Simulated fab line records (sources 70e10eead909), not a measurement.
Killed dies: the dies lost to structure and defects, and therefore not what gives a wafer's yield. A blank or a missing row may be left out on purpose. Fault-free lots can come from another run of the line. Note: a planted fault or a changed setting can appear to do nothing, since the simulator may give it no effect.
What tool caused it? ; flow nand_harc ; 12 lots, 36 wafers sampled, at 5 steps of a route of 1302

WHAT THE GAUGES SHOWED, per wafer
NHARC_THIN_TSV_THK_MEAS_02: measures by ir.
lot;measured;on;thk_nm (nm)
L146;day 23 06:07;film_metro-02;3066 3017 3285
L147;day 23 23:54;film_metro-02;3035 3244 3325
L148;day 24 05:52;film_metro-02;2858 2828 2816
L149;day 25 06:40;film_metro-02;2826 2917 2803
L151;day 26 07:24;film_metro-01;3436 3267 3135
L153;day 26 12:17;film_metro-01;2903 2783 3035
L156;day 27 15:41;film_metro-02;2874 2609 2918
L155;day 27 20:45;film_metro-02;3030 3336 3404
L167;day 32 10:50;film_metro-02;3414 3185 2935
L169;day 33 05:29;film_metro-01;2933 2816 3243

NHARC_END_WLT_00.
lot;measured;on;VT_DECK1_BOTTOM;VT_DECK1_BOTTOM_INNER;VT_DECK1_MEDIAN_NEAR_BOTTOM;VT_DECK1_MEDIAN_NEAR_BOTTOM_INNER;VT_DECK1_MIDDLE;VT_DECK1_MIDDLE_INNER;VT_DECK1_TOP;VT_DECK1_TOP_INNER;VT_DECK2_BOTTOM;VT_DECK2_BOTTOM_INNER;VT_DECK2_MEDIAN_NEAR_BOTTOM;VT_DECK2_MEDIAN_NEAR_BOTTOM_INNER;VT_DECK2_MIDDLE;VT_DECK2_MIDDLE_INNER;VT_DECK2_TOP;VT_DECK2_TOP_INNER
L146;day 23 18:12;prober-02;0.882 0.865 0.882;0.868 0.874 0.871;0.870 0.877 0.876;0.881 0.876 0.879;0.892 0.883 0.887;0.891 0.892 0.883;0.895 0.893 0.899;0.889 0.899 0.895;0.868 0.880 0.875;0.868 0.879 0.875;0.861 0.877 0.882;0.870 0.877 0.871;0.883 0.894 0.885;0.886 0.898 0.890;0.898 0.895 0.899;0.891 0.890 0.894
L147;day 24 15:29;prober-01;0.887 0.883 0.881;0.884 0.883 0.879;0.888 0.884 0.880;0.885 0.886 0.874;0.887 0.896 0.887;0.887 0.895 0.891;0.886 0.902 0.902;0.888 0.901 0.902;0.866 0.862 0.851;0.862 0.868 0.860;0.865 0.864 0.858;0.874 0.872 0.857;0.883 0.884 0.875;0.883 0.870 0.882;0.887 0.905 0.897;0.899 0.891 0.901
L148;day 24 21:43;prober-02;0.872 0.864 0.870;0.866 0.863 0.876;0.876 0.870 0.884;0.875 0.870 0.884;0.888 0.884 0.884;0.884 0.885 0.889;0.892 0.899 0.904;0.903 0.902 0.886;0.864 0.856 0.859;0.872 0.856 0.856;0.865 0.859 0.864;0.863 0.859 0.866;0.876 0.869 0.878;0.870 0.863 0.863;0.873 0.874 0.869;0.873 0.877 0.875
L149;day 25 19:43;prober-02;0.868 0.881 0.873;0.871 0.881 0.869;0.879 0.880 0.869;0.876 0.887 0.866;0.883 0.891 0.880;0.886 0.889 0.881;0.901 0.892 0.903;0.892 0.899 0.897;0.856 0.865 0.862;0.862 0.868 0.865;0.861 0.875 0.868;0.861 0.869 0.869;0.871 0.880 0.872;0.867 0.878 0.872;0.883 0.891 0.885;0.887 0.881 0.886
L151;day 26 22:24;prober-02;0.862 0.875 0.861;0.867 0.873 0.863;0.867 0.879 0.868;0.870 0.870 0.862;0.882 0.887 0.879;0.875 0.883 0.872;0.882 0.879 0.893;0.894 0.896 0.894;0.864 0.869 0.862;0.861 0.865 0.853;0.869 0.880 0.851;0.866 0.866 0.860;0.886 0.889 0.883;0.881 0.881 0.874;0.887 0.901 0.895;0.885 0.888 0.896
L153;day 27 02:09;prober-01;0.863 0.880 0.863;0.863 0.880 0.857;0.863 0.875 0.863;0.865 0.879 0.870;0.880 0.887 0.882;0.878 0.879 0.871;0.893 0.901 0.887;0.893 0.893 0.892;0.868 0.877 0.877;0.871 0.884 0.882;0.877 0.878 0.885;0.876 0.885 0.872;0.886 0.883 0.890;0.883 0.890 0.891;0.894 0.897 0.898;0.902 0.902 0.895
L156;day 28 04:37;prober-01;0.874 0.874 0.878;0.875 0.874 0.875;0.867 0.864 0.877;0.869 0.869 0.880;0.879 0.884 0.891;0.881 0.878 0.889;0.904 0.901 0.899;0.896 0.897 0.891;0.860 0.865 0.848;0.869 0.877 0.856;0.868 0.863 0.856;0.872 0.862 0.860;0.883 0.875 0.872;0.870 0.886 0.872;0.891 0.891 0.889;0.893 0.885 0.887
L155;day 28 09:44;prober-02;0.882 0.883 0.866;0.880 0.877 0.871;0.881 0.883 0.867;0.887 0.883 0.874;0.893 0.894 0.889;0.891 0.886 0.878;0.896 0.900 0.896;0.894 0.901 0.899;0.863 0.858 0.861;0.868 0.856 0.860;0.862 0.867 0.867;0.869 0.866 0.857;0.883 0.877 0.885;0.877 0.884 0.877;0.892 0.886 0.890;0.901 0.892 0.905
L167;day 33 02:23;prober-02;0.874 0.873 0.862;0.867 0.872 0.855;0.861 0.876 0.868;0.864 0.874 0.854;0.883 0.879 0.870;0.874 0.878 0.876;0.892 0.894 0.886;0.885 0.892 0.891;0.881 0.874 0.868;0.882 0.880 0.870;0.874 0.868 0.868;0.868 0.871 0.870;0.886 0.885 0.883;0.892 0.887 0.889;0.904 0.909 0.901;0.908 0.902 0.901
L169;day 33 18:39;prober-01;0.869 0.868 0.881;0.866 0.860 0.870;0.863 0.866 0.877;0.867 0.869 0.874;0.875 0.877 0.890;0.877 0.887 0.878;0.895 0.886 0.898;0.893 0.898 0.889;0.872 0.870 0.862;0.876 0.863 0.870;0.866 0.881 0.867;0.871 0.881 0.858;0.866 0.889 0.874;0.884 0.879 0.874;0.892 0.887 0.886;0.883 0.889 0.885

NHARC_END_SORT_01.
lot;measured;on;killed_at_array;killed_at_other;killed_at_periphery;killed_dies;killed_open;killed_short
L160;day 30 01:56;prober-02;675 669 673;0 1 0;2 7 4;677 677 677;3 7 4;3 2 5
L163;day 30 19:19;prober-02;668 672 672;3 1 1;6 4 4;677 677 677;3 4 5;2 2 1

EACH LOT AND THE TOOL THAT RAN IT (in order: tool; ch and the chambers of the sampled wafers; start)
lot;NHARC_A_SLIT_DEP_00;NHARC_THIN_TSV_DEGAS_53
L146;acl_dep-03 ch 0, day 19 05:46;pvd_sputter-03, day 23 12:02
L147;acl_dep-03 ch 0, day 19 17:43;pvd_sputter-01, day 24 05:46
L148;acl_dep-03 ch 0, day 20 05:34;pvd_sputter-02, day 24 11:40
L149;acl_dep-02 ch 0, day 21 06:56;pvd_sputter-02, day 25 12:30
L151;acl_dep-02 ch 0, day 22 04:07;pvd_sputter-01, day 26 13:23
L153;acl_dep-03 ch 0, day 22 15:09;pvd_sputter-02, day 26 17:59
L156;acl_dep-03 ch 0, day 23 11:37;pvd_sputter-02, day 27 21:25
L155;acl_dep-03 ch 0, day 23 15:57;pvd_sputter-03, day 28 02:34
L160;acl_dep-03 ch 0, day 25 04:31;-
L163;acl_dep-03 ch 0, day 25 20:11;-
L167;acl_dep-02 ch 0, day 28 07:54;pvd_sputter-01, day 32 17:13
L169;acl_dep-01 ch 0, day 28 23:13;pvd_sputter-02, day 33 11:29
- NHARC_A_SLIT_DEP_00: deposits aC, target thk 6200 nm.
- NHARC_THIN_TSV_DEGAS_53: time 60 s.

AS READ BY THE TOOLS THEMSELVES (means over the sampled wafers that have a number; for cases with no such wafer, the mark the record gives instead)
NHARC_A_SLIT_DEP_00.
lot;tool;throttle_valve_pct (%)
L146;acl_dep-03;35.006
L147;acl_dep-03;35.003
L148;acl_dep-03;34.995
L149;acl_dep-02;34.999
L151;acl_dep-02;35.017
L153;acl_dep-03;35.005
L156;acl_dep-03;35.006
L155;acl_dep-03;34.997
L160;acl_dep-03;34.999
L163;acl_dep-03;35.004
L167;acl_dep-02;35.003
L169;acl_dep-01;34.996

NHARC_THIN_TSV_DEGAS_53.
lot;tool;heater_power_w (W)
L146;pvd_sputter-03;469
L147;pvd_sputter-01;472
L148;pvd_sputter-02;452
L149;pvd_sputter-02;454
L151;pvd_sputter-01;451
L153;pvd_sputter-02;477
L156;pvd_sputter-02;476
L155;pvd_sputter-03;503
L167;pvd_sputter-01;451
L169;pvd_sputter-02;463

THE ANSWER, worked out from the rows above alone
Rule: the usual values come from the lots themselves. The widest of any qualifying gaps counts: lots, ordered by their means at a reading, are off when they make up no more than a third of the lots, leave a main group of 4 or more, and stand apart from it by 3 or more times the standard deviation of that group's means. Not used: any main group whose means are identical at the precision the tables above print for the reading. Also off: a lot with no number at a reading for which 4 or more lots have one. Any other lot the step has rows for is counted as sound. After the gauges, taken in route order, come the tools' own readings; for these a lot's mean is taken, as printed above. The first step at which some lot is off is used, and at that step the reading that is off furthest; a lot without a number counts as furthest.
No lot is off on any of the readings shown, so nothing can be concluded from this.

WHAT THE SIMULATOR HAD PUT IN
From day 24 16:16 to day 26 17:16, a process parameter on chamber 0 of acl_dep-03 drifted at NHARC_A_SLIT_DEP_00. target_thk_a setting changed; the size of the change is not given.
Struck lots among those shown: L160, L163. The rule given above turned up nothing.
